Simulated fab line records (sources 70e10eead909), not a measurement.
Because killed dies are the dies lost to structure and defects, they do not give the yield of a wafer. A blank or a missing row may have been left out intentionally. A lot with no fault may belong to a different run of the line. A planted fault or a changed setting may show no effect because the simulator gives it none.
Chamber matching / flow nand_harc / 3 sister chambers for NHARC_A_DECK1_JOINT_DEP_16 on pecvd-03
The step deposits SiO2, target thk 45 nm. 3 wafers are shown with their chamber, then 8 later ones without.

WAFERS WITH THEIR CHAMBER
wafer=L087.6; chamber=0; throttle_valve_pct (%)=15.3
wafer=L087.4; chamber=2; throttle_valve_pct (%)=16.8
wafer=L089.1; chamber=1; throttle_valve_pct (%)=15.8

WAFERS WHOSE CHAMBER IS MISSING
wafer=L089.2; throttle_valve_pct (%)=15.3
wafer=L089.3; throttle_valve_pct (%)=16.4
wafer=L094.4; throttle_valve_pct (%)=16.7
wafer=L094.5; throttle_valve_pct (%)=15.9
wafer=L094.6; throttle_valve_pct (%)=15.5
wafer=L095.1; throttle_valve_pct (%)=16.0
wafer=L095.2; throttle_valve_pct (%)=15.5
wafer=L095.5; throttle_valve_pct (%)=16.7

CHAMBER TAKEN BY EACH
wafer=L089.2; from the rows above=0; in truth=0
wafer=L089.3; from the rows above=can't be placed: 2 or 1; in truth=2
wafer=L094.4; from the rows above=2; in truth=2
wafer=L094.5; from the rows above=1; in truth=1
wafer=L094.6; from the rows above=can't be placed: 0 or 1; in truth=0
wafer=L095.1; from the rows above=1; in truth=1
wafer=L095.2; from the rows above=can't be placed: 0 or 1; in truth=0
wafer=L095.5; from the rows above=2; in truth=2
Correct placement for 5 of the 8. From these rows, 3 cannot be placed; in 3 the true chamber is one of the candidates. 0 placed wrongly.
How it was worked out, from the rows above alone: a wafer's distance from a chamber is the root of the sum, over the readings, of the square of ((its reading less the chamber's mean) divided by the reading's scatter). If the next closest chamber is less than 2 further off than the closest, the wafer can't be placed; otherwise it belongs to the closest. For every chamber, the mean is computed from those of its wafers that are shown. The scatter: root of mean squared gap, hidden wafer to nearest shown wafer, with one shown wafer a chamber.
